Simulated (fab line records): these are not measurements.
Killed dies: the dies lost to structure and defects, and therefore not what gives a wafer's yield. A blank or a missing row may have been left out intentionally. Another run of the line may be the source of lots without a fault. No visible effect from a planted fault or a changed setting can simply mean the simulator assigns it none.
fab line records ; flow n5-finfet
[record] lots = 5; wafers = 15; last-day = 14
route steps=1938 shown BEOL_M1@771 BEOL_M4@1111 PASSIVATION@1936
lots with no fault: from the same line, run without faults
start-h: start of the lot's first displayed wafer, in hours after the record's first day ; wait-h: hours elapsed since this lot's preceding step ; " same as the row above ; L1.1+2: a single row standing in for several wafers ; - no value, or no start given ; * or withheld: withheld ; < > ~ a bound
route shown NAME@n: NAME is a module with steps in the file, n the number in the route of the first one ; usual: mean/standard deviation of fault-free wafers ; same: alike in all rows ; chamber/n: place in a boat ; sites: each site's reading ; _std_site: standard deviation of those values ; _edge_site: the outer-site mean with the inner-site mean subtracted ; radius-mm: for every site, how far away it sits from the centre of the wafer ; mask NAME#n: copy n ; behind: the most recent tool/chamber to have shaped the wafer ; hold: cause of the lot's hold/its duration in hours/its outcome ; device: which transistor (n, p or np) failed to switch ; end of line: the route-end tests of the same wafers ; step lacking rows: just its recipe ; killed: not the wafer's yield, but the dies lost to structure and defects at the first sort ; map: a wafer's dies, marking killed ones x, the rest . and places with no die _
set.NAME: the setting that was run; set.NAME@STEP: the one run at that earlier step ; model.NAME: the simulator's own value behind a step, which no gauge read
lots at selected steps of the route; one table per step, one row per wafer
services: the hour from which a tool's chamber was out of use, counted from the record's first day as start-h (under 0 if before that day), plus the number of hours and why
[[steps]]
[step N5_BEOL_M1_STRIP_65]
[recipe] chemistry = N2/H2; temp-c = 40; n2-flow-sccm = 200; h2-flow-sccm = 200; rf-frequency-hz = 6e+07
[step N5_BEOL_M1_STRIP_75]
[recipe] chemistry = N2/H2; temp-c = 40; n2-flow-sccm = 200; h2-flow-sccm = 200; rf-frequency-hz = 6e+07
[step N5_BEOL_M1_STRIP_66]
[recipe] chemistry = CF4; resist = SiARC; power-w = 300; bias-power-w = 75; pressure-mtorr = 50; cf4-flow-sccm = 150; rf-frequency-hz = 6e+07
[step N5_BEOL_M1_HM_OPEN_17]
[recipe] chemistry = Cl2/BCl3; target-depth-a = 200; overetch-a = 60; target = TiN; mask-material = SOC; ion-energy-ev = 150; pressure-mtorr = 10; icp-w = 1000; bias-w = 126; Cl2_flow_sccm = 53.25; bcl3-flow-sccm = 21.75; Ar_flow_sccm = 25
[step N5_BEOL_M1_STRIP_19]
[recipe] chemistry = O2; power-w = 400; temp-c = 40; pressure-mtorr = 30; rf-frequency-hz = 6e+07; bias-power-w = 0; overash-fraction = 0.2; o2-flow-sccm = 225
[step N5_BEOL_M1_COAT_67]
[recipe] resist = SOC; temp-c = 250; time-s = 60; spin-rpm = 1500; resist-thk-nm = 60
[step N5_BEOL_M1_COAT_68]
[recipe] resist = SiARC; temp-c = 220; time-s = 60; spin-rpm = 1500; resist-thk-nm = 12
[step N5_BEOL_M1_COAT_76]
[recipe] resist = underlayer; temp-c = 205; time-s = 60; spin-rpm = 1500; resist-thk-nm = 5
[step N5_BEOL_M1_COAT_22]
[recipe] resist = CAR-EUV; spin-rpm = 1500; resist-thk-nm = 30
[step N5_BEOL_M1_EBR_24]
[recipe] solvent = PGMEA; ebr-width-mm = 1.5
[step N5_BEOL_M1_SOFTBAKE_23]
[recipe] temp-c = 110; time-s = 60; resist = CAR-EUV
[step N5_BEOL_M1_EXPOSE_25]
[recipe] mask-id = V0; na = 0.33; source-shape = quasar; sigma-inner = 0.2; sigma-outer = 0.8; polarization = unpolarized; defocus-nm = 5; target-cd-nm = 24; dose-mj = 63
[usual] exposure-dose-mJ-cm2 = 63.01/0.068
[same] sigma-inner = 0.2
lot.wafer;tool;chamber;start-h;wait-h;mask;exposure-dose-mJ-cm2
L673.1;euv-scanner-02;0;140.33;-;V0#0;63.05
L673.2;euv-scanner-02;0;140.33;-;V0#0;63.08
L673.6;euv-scanner-02;0;140.33;-;V0#0;63.03
L678.1;euv-scanner-02;0;170.64;-;V0#0;68.78
L678.4;euv-scanner-02;0;170.64;-;V0#0;68.77
L678.6;euv-scanner-02;0;170.64;-;V0#0;68.75
L679.2;euv-scanner-02;0;177.93;-;V0#0;68.76
L679.3;euv-scanner-02;0;177.93;-;V0#0;68.76
L679.5;euv-scanner-02;0;177.93;-;V0#0;68.69
L680.1;euv-scanner-01;0;178.24;-;V0#0;63.08
L680.2;euv-scanner-01;0;178.24;-;V0#0;63.04
L680.6;euv-scanner-01;0;178.24;-;V0#0;62.99
L681.2;euv-scanner-02;0;185.69;-;V0#0;68.64
L681.3;euv-scanner-02;0;185.69;-;V0#0;68.59
L681.5;euv-scanner-02;0;185.69;-;V0#0;68.69
[step N5_BEOL_M1_PEB_26]
[recipe] peb-temp-c = 100; peb-time-s = 60; resist = CAR-EUV
[step N5_BEOL_M1_DEVELOP_27]
[recipe] develop-time-s = 30; developer = TMAH; resist = CAR-EUV; rinse-liquid = surfactant-rinse; dry = air-spin; dev-temp-c = 23
[step N5_BEOL_M1_CD_MEAS_28]
[recipe] landing-energy-ev = 500; detector = se-inlens; target-cd-y-nm = 23.3
[usual] cd-nm = 24.02/0.27
lot.wafer;tool;chamber;start-h;wait-h;cd-nm
L673.1;cd-sem-02;0;140.48;-;24.00
L673.2;cd-sem-02;0;140.48;-;23.27
L673.6;cd-sem-02;0;140.48;-;23.95
L678.1;cd-sem-01;0;170.79;-;25.85
L678.4;cd-sem-01;0;170.79;-;26.12
L678.6;cd-sem-01;0;170.79;-;25.50
L679.2;cd-sem-03;0;178.06;-;25.48
L679.3;cd-sem-03;0;178.06;-;26.08
L679.5;cd-sem-03;0;178.06;-;25.80
L680.1;cd-sem-03;0;178.39;-;24.10
L680.2;cd-sem-03;0;178.39;-;24.07
L680.6;cd-sem-03;0;178.39;-;23.53
L681.2;cd-sem-01;0;185.83;-;25.75
L681.3;cd-sem-01;0;185.83;-;25.93
L681.5;cd-sem-01;0;185.83;-;25.71
[step N5_BEOL_M1_DESCUM_33]
[recipe] chemistry = O2; time-s = 7; source-power-w = 50; bias-power-w = 20; pressure-mtorr = 20; rf-frequency-hz = 2.712e+07; temp-c = 40; resist = CAR-EUV; o2-flow-sccm = 225
[step N5_BEOL_M1_ETCH_77]
[recipe] chemistry = N2/H2; target = underlayer; target-depth-a = 65; mask-material = CAR-EUV; time-s = 5.2; ion-energy-ev = 200; pressure-mtorr = 30; source-w = 840; bias-w = 150; n2-flow-sccm = 200; h2-flow-sccm = 200; ends = cleared
[step N5_BEOL_M1_ETCH_69]
[recipe] chemistry = CF4; target = SiARC; target-depth-a = 156; mask-material = CAR-EUV; time-s = 26; ion-energy-ev = 80; pressure-mtorr = 40; source-w = 545; bias-w = 36; Ar_flow_sccm = 100; cf4-flow-sccm = 100; ends = cleared
[step N5_BEOL_M1_ALD_98]
[recipe] material = SiO2; target-thk-a = 25; temp-c = 100; ald-precursor-family = BDEAS; ald-co-reactant = O2-plasma; pulse-time-s = 1; co-reactant-pulse-time-s = 1; purge-time-s = 2; co-reactant-purge-time-s = 2; ald-cycles = 17; pressure-torr = 2
[step N5_BEOL_M1_ETCHBACK_99]
[recipe] chemistry = CHF3; target = SiO2; target-depth-a = 50; time-s = 10.4; source-w = 215; bias-w = 47; Ar_flow_sccm = 200; CHF3_flow_sccm = 12; ion-energy-ev = 100; pressure-mtorr = 30
[step N5_BEOL_M1_ETCH_70]
[recipe] chemistry = N2/H2; target = SOC; target-depth-a = 800; overetch-a = 160; mask-material = SiARC; temp-c = 40; time-s = 120; ion-energy-ev = 200; pressure-mtorr = 30; source-w = 840; bias-w = 150; n2-flow-sccm = 200; h2-flow-sccm = 200
[step N5_BEOL_M1_STRIP_71]
[recipe] chemistry = N2/H2; temp-c = 40; n2-flow-sccm = 200; h2-flow-sccm = 200; rf-frequency-hz = 6e+07
[step N5_BEOL_M1_STRIP_78]
[recipe] chemistry = N2/H2; temp-c = 40; n2-flow-sccm = 200; h2-flow-sccm = 200; rf-frequency-hz = 6e+07
[step N5_BEOL_M1_VIA_ETCH_34]
[recipe] chemistry = C4F6/O2; target-depth-a = 678; mask-material = SOC; pressure-mtorr = 15; ion-energy-ev = 250; taper-deg = 4; time-s = 64.4; source-w = 350; bias-w = 170; Ar_flow_sccm = 300; C4F6_flow_sccm = 10; O2_flow_sccm = 10
[usual] drypump-motor-current-A = 5.9/0.33; oes_ar_750_au = 0.79/0.092; oes-product-au = 0.79/0.095; rf-vpp-V = 658/17; showerhead-plenum-p-Torr = 2.80/0.1; throttle-valve-pct = 30.8/0.31
lot.wafer;tool;chamber;start-h;wait-h;drypump-motor-current-A;oes_ar_750_au;oes-product-au;rf-hours-counter-h;rf-vpp-V;showerhead-plenum-p-Torr;throttle-valve-pct;model.BEOL_M1.cd-nm
L673.1;rie-diel-06;1;146.03;0.0;6.2;0.93;0.93;16;657;2.81;31.0;18.6
L673.2;rie-diel-06;0;146.03;0.0;5.5;0.71;0.70;220;655;2.72;31.0;18
L673.6;rie-diel-06;3;146.03;0.0;6.0;0.79;0.78;-;636;2.78;31.2;18
L678.1;rie-diel-06;3;173.55;0.0;6.0;0.79;0.78;123;635;2.78;31.2;19.6
L678.4;rie-diel-06;1;173.55;0.0;6.2;0.91;0.90;24;656;2.80;31.0;20.2
L678.6;rie-diel-06;0;173.55;0.0;5.5;0.71;0.70;-;655;2.71;31.0;19.6
L680.1;rie-diel-03;1;180.78;0.0;5.6;0.75;0.74;190;653;2.71;31.2;18
L680.2;rie-diel-03;3;180.78;0.0;5.5;0.69;0.69;236;650;2.72;30.7;18
L680.6;rie-diel-03;0;180.78;0.0;5.8;0.90;0.88;-;650;2.87;30.9;17.8
L679.2;rie-diel-04;0;181.63;0.0;5.4;0.75;0.74;167;658;2.71;30.3;19.8
L679.3;rie-diel-04;1;181.63;0.0;6.2;0.71;0.73;169;666;2.95;30.7;19.4
L679.5;rie-diel-04;1;181.63;0.0;6.2;0.71;0.73;-;665;2.95;30.7;18.6
L681.2;rie-diel-06;1;188.61;0.0;6.2;0.90;0.90;29;657;2.80;31.0;20.2
L681.3;rie-diel-06;3;188.61;0.0;6.0;0.78;0.77;128;634;2.78;31.2;19.8
L681.5;rie-diel-06;0;188.61;0.0;5.5;0.70;0.70;-;655;2.71;31.0;19.8
[step N5_BEOL_M1_STRIP_83]
[recipe] chemistry = C4F6/O2; resist = SiARC; rf-frequency-hz = 6e+07
[step N5_BEOL_M4_RC_MEAS_101]
[usual] DIBL_N = 37.4/2.1; DIBL_P = 37.8/2.5; IOFF_N = 0.19/0.045; IOFF_P = 0.24/0.05; ION_N = 682/16; ION_P = 467/11; SS_N = 71.9/0.67; SS_P = 73.6/0.76; VT_N = 247/3.6; VT_P = -248/3.6
lot.wafer;tool;chamber;start-h;wait-h;DIBL_N[mV/V];DIBL_P[mV/V];IOFF_N[nA/um];IOFF_P[nA/um];ION_N[uA/um];ION_P[uA/um];SS_N[mV/dec];SS_P[mV/dec];VT_N[mV];VT_P[mV]
L673.1;prober-02;0;185.04;0.0;37.3;35.2;0.18;0.21;694;471;70.8;73.0;247;-250
L673.2;prober-02;0;185.04;0.0;41.5;41.1;0.28;0.34;688;470;72.9;74.8;241;-244
L673.6;prober-02;0;185.04;0.0;40.4;39.2;0.27;0.28;711;475;72.1;73.7;242;-247
L678.1;prober-02;0;215.75;0.0;37.4;38.3;0.19;0.21;698;467;71.8;73.7;245;-254
L678.4;prober-02;0;215.75;0.0;35.1;34.9;0.13;0.17;671;457;71.0;73.2;252;-258
L678.6;prober-02;0;215.75;0.0;34.8;35.4;0.15;0.18;701;475;71.5;73.5;248;-255
L680.1;prober-01;0;216.02;0.0;39.8;40.5;0.25;0.28;692;464;72.8;74.2;242;-244
L680.2;prober-01;0;216.02;0.0;35.5;36.2;0.16;0.21;690;470;70.8;72.9;248;-249
L680.6;prober-01;0;216.02;0.0;36.5;37.3;0.17;0.23;680;468;71.6;73.3;249;-247
L679.2;prober-01;0;217.81;0.2;40.1;40.0;0.25;0.29;682;461;72.8;74.2;244;-242
L679.3;prober-01;0;217.81;0.2;37.8;38.8;0.20;0.29;706;489;72.2;73.7;246;-242
L679.5;prober-01;0;217.81;0.2;39.9;40.3;0.26;0.32;705;475;72.5;74.4;244;-244
L681.2;prober-01;0;232.00;0.2;40.7;40.8;0.25;0.30;703;470;73.0;74.4;242;-244
L681.3;prober-01;0;232.00;0.2;38.9;39.9;0.24;0.29;713;481;72.3;74.1;243;-247
L681.5;prober-01;0;232.00;0.2;39.6;40.2;0.24;0.29;703;477;72.3;73.9;244;-244
[step N5_PASSIVATION_PROBE_49]
[usual] defect-limited-yield = 90.9/1.6; killed_at_M0_to_M3 = 34/10; killed_at_M4_up = 13/5.4; killed-at-contacts = 13/6; killed-at-front-end = 42/13; killed-at-other = 4/3.2; killed-dies = 107/18; killed-open = 69/14; killed-short = 35/7.7; sort_bin_4_leakage = 0.02/0.17; sort_bin_5_function = 5.3/1; sort_bin_6_memory = 3.3/0.75; sort-n-pass = 1073/19; sort-yield-pct = 90.9/1.6
[same] gross-dies = 1180; killed-at-back-side = 0; sort_bin_8_speed[%] = 0
lot.wafer;tool;chamber;start-h;wait-h;defect-limited-yield[%];killed_at_M0_to_M3;killed_at_M4_up;killed-at-contacts;killed-at-front-end;killed-at-other;killed-dies;killed-open;killed-short;sort_bin_4_leakage[%];sort_bin_5_function[%];sort_bin_6_memory[%];sort-n-pass;sort-yield-pct[%]
L679.2;prober-02;-;327.06;0.1;90.2;48;17;18;26;7;116;72;39;0.08;5.9;3.2;1063;90.1
L679.3;prober-02;-;327.11;0.1;90.5;29;8;27;38;10;112;81;23;0;5.8;3.1;1068;90.5
// killed by level:class
L679.2 MOL_CONTACT_COAG:geometric-particle:open=13 BEOL_M0_SAQP:geometric-particle:open=11 BEOL_M4:geometric-particle:open=10 FIN_SAQP:geometric-particle:short=9 BEOL_M3:geometric-particle:open=9 MOL_CONTACT_COAG:geometric-particle:short=5 BEOL_M0_SAQP:geometric-particle:short=5 BEOL_M2:geometric-particle:open=5
L679.3 MOL_CONTACT_COAG:geometric-particle:open=23 BEOL_M2:geometric-particle:open=16 FIN_SAQP:geometric-particle:open=13 PASSIVATION:area-etch=6 DUMMY_GATE:geometric-particle:open=5 FIN_SAQP:geometric-particle:short=4 STI_FIN_REVEAL:geometric-particle:open=4 MOL_CONTACT_COAG:geometric-particle:short=4
[[services]]
tool;chamber;start-h;hours;kind
euv-scanner-02;-;117.88;1.0;pm
euv-scanner-01;-;119.35;0.1;repair
euv-scanner-01;-;136.34;4.6;pm
rie-diel-04;-;136.74;2.8;pm
rie-diel-04;2;157.46;2.1;repair
euv-scanner-01;-;168.38;1.0;pm
euv-scanner-02;-;174.00;1.0;pm
rie-diel-03;2;175.53;-;clean
rie-diel-03;2;175.53;-;consumable-replace:focus-ring
rie-diel-03;2;175.53;31.8;scheduled-down
rie-diel-03;2;175.53;31.8;vent-cycle
rie-diel-06;2;178.37;10.6;repair
[[key]]
[first-sign] step = N5_BEOL_M1_EXPOSE_25; reading = exposure-dose-mJ-cm2; direction = up; sigmas = 84; usual = 63.01; struck = 68.72
[effect] step = N5_BEOL_M1_CD_MEAS_28; reading = cd-nm; direction = up; sigmas = 6.6; usual = 24.02; struck = 25.80
[model-effect] step = N5_BEOL_M1_VIA_ETCH_34; value = BEOL_M1.cd-nm; without = 17.96; struck = 19.67
met-at N5_BEOL_M1_EXPOSE_25
struck-wafers L678.1,L678.4,L678.6,L679.2,L679.3,L679.5,L681.2,L681.3,L681.5
rows-end L678.1,L678.4,L678.6,L681.2,L681.3,L681.5
onset-between 140.33 170.64
[fault] kind = process-parameter-drift; tool = euv-scanner-02; chamber = -; onset-h = 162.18; steps = N5_BEOL_M1_EXPOSE_25; channel = dose-mj; offset = 5.7214; shape = step; acts-in = these-recipes-only; stated = 63
// rows-end: these wafers met a further fault down the route, and their rows from its step on are left out
